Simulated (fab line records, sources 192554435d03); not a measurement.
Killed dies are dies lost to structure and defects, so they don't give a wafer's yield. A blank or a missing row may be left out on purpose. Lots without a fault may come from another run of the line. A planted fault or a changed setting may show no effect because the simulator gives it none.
Chamber matching | flow n5_finfet | N5_ILD0_CMP_12 on cmp-03: 4 sister chambers
The step polishes SiNx, stops on poly-Si, t overpolish 6 s, target thk 17.67 nm. 8 wafers are shown with their chamber, then 9 later ones without.

WAFERS WITH THEIR CHAMBER
wafer  | chamber | motor_current_A (A) | time_to_endpoint_s (s)
L085.2 | 2       | 8.5                 | 33
L085.4 | 3       | 7.9                 | 28
L086.1 | 0       | 9.7                 | 28
L086.2 | 2       | 8.6                 | 35
L086.3 | 1       | 7.4                 | 32
L091.1 | 3       | 8.0                 | 27
L091.2 | 1       | 7.9                 | 31
L091.4 | 0       | 9.3                 | 24

WAFERS WITHOUT THEIR CHAMBER
wafer  | motor_current_A (A) | time_to_endpoint_s (s)
L092.2 | 9.9                 | 23
L092.4 | 8.2                 | 28
L092.5 | 8.4                 | 34
L093.2 | 8.5                 | 29
L093.4 | 7.3                 | 30
L093.6 | 8.0                 | 28
L094.4 | 9.9                 | 23
L094.5 | 8.1                 | 27
L094.6 | 9.7                 | 20

WHICH CHAMBER EACH WENT THROUGH
wafer  | from the rows above          | in truth
L092.2 | 0                            | 0
L092.4 | 3                            | 3
L092.5 | 2                            | 2
L093.2 | can't be placed: 3 or 2 or 1 | 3
L093.4 | can't be placed: 1 or 3      | 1
L093.6 | 3                            | 3
L094.4 | 0                            | 0
L094.5 | 3                            | 3
L094.6 | 0                            | 0
Placed correctly: 7 of 9. Can't be placed from these rows: 2 (the true chamber is among the candidates in 2). Placed wrongly: 0.
How it was worked out, from the rows above alone: a wafer's distance from a chamber is the root of the sum, over the readings, of the square of ((its reading less the chamber's mean) divided by the reading's scatter). The wafer belongs to the nearest chamber; if the next one is less than 2 further off, it can't be placed. A chamber's mean is the mean of its shown wafers. The scatter: the root of (the sum of the squares of (reading less its chamber's mean) over the shown wafers, divided by (wafers less chambers)).
